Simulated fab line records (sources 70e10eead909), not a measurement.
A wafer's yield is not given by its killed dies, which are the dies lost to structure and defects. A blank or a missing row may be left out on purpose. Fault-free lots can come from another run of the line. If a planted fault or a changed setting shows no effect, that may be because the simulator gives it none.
Which tool was responsible? :: flow nandHarc :: 6 lots with 18 wafers sampled at 5 steps, on a route of 1302 steps

== WHAT THE GAUGES SHOWED, per wafer ==
NHARC_END_SORT_01.
lot :: measured :: on :: killedAtArray

== WHAT TOOL EACH LOT RAN ON (gives the tool, then ch and the chambers of the sampled wafers, and finally the start) ==
lot: L256
NHARC_A_STAIRCASE_ETCH_203: rieDiel-05 ch 1,2, day 16 09:33 or earlier
NHARC_A_STAIRCASE_TRIM_220: rieDiel-09 ch 1,2, day 16 09:33
NHARC_A_STAIRCASE_ETCH_225: rieDiel-09 ch 1,2,3, day 16 10:57 or earlier
NHARC_A_STAIRCASE_TRIM_229: rieDiel-09 ch 1,2,3, day 16 10:57

lot: L259
NHARC_A_STAIRCASE_ETCH_203: rieDiel-05 ch 0,1, day 17 13:12 or earlier
NHARC_A_STAIRCASE_TRIM_220: rieDiel-05 ch 0,1,3, day 17 13:12
NHARC_A_STAIRCASE_ETCH_225: rieDiel-05 ch 0,1, day 17 14:25 or earlier
NHARC_A_STAIRCASE_TRIM_229: rieDiel-01 ch 0,2,3, day 17 14:25

lot: L261
NHARC_A_STAIRCASE_ETCH_203: rieDiel-01 ch 1,2, day 18 15:09 or earlier
NHARC_A_STAIRCASE_TRIM_220: rieDiel-09 ch 0,3, day 18 15:09
NHARC_A_STAIRCASE_ETCH_225: rieDiel-09 ch 2,3, day 18 16:15 or earlier
NHARC_A_STAIRCASE_TRIM_229: rieDiel-01 ch 1,2, day 18 16:15

lot: L272
NHARC_A_STAIRCASE_ETCH_203: rieDiel-01 ch 0,3, day 22 15:10 or earlier
NHARC_A_STAIRCASE_TRIM_220: rieDiel-05 ch 0,1,2, day 22 15:10
NHARC_A_STAIRCASE_ETCH_225: rieDiel-05 ch 1,3, day 22 16:20 or earlier
NHARC_A_STAIRCASE_TRIM_229: rieDiel-09 ch 0,2,3, day 22 16:20

lot: L276
NHARC_A_STAIRCASE_ETCH_203: rieDiel-05 ch 0,1,2, day 24 04:37 or earlier
NHARC_A_STAIRCASE_TRIM_220: rieDiel-09 ch 0,1,3, day 24 04:37
NHARC_A_STAIRCASE_ETCH_225: rieDiel-09 ch 0,1,3, day 24 08:27 or earlier
NHARC_A_STAIRCASE_TRIM_229: rieDiel-09 ch 0,1,3, day 24 08:27

lot: L277
NHARC_A_STAIRCASE_ETCH_203: rieDiel-09 ch 0,1,3, day 24 18:56 or earlier
NHARC_A_STAIRCASE_TRIM_220: rieDiel-09 ch 0,1,3, day 24 18:56
NHARC_A_STAIRCASE_ETCH_225: rieDiel-09 ch 1,2, day 24 19:58 or earlier
NHARC_A_STAIRCASE_TRIM_229: rieDiel-01 ch 0,3, day 24 19:58
- NHARC_A_STAIRCASE_ETCH_203: etches the open film in C4F8/O2, target depth 100 nm, time 40.5 s.
- NHARC_A_STAIRCASE_TRIM_220: chemistry O2, time 211.2 s.
- NHARC_A_STAIRCASE_ETCH_225: etches the open film in C4F8/O2, target depth 100 nm, time 40.5 s.
- NHARC_A_STAIRCASE_TRIM_229: chemistry O2, time 211.2 s.

== THE ANSWER, worked out from the rows above alone ==
Rule: the usual values come from the lots themselves. The widest of any qualifying gaps counts: lots, ordered by their means at a reading, are off when they make up no more than a third of the lots, leave a main group of 4 or more, and stand apart from it by 3 or more times the standard deviation of that group's means. Not used: any main group whose means are identical at the precision the tables above print for the reading. A lot without any number at a reading at which 4 lots or more have one is off too. Where the step has rows for the other lots, those lots are counted as sound.
No lot is off at any reading shown: from this, nothing can be told.

== WHAT HAD BEEN PUT IN BY THE SIMULATOR ==
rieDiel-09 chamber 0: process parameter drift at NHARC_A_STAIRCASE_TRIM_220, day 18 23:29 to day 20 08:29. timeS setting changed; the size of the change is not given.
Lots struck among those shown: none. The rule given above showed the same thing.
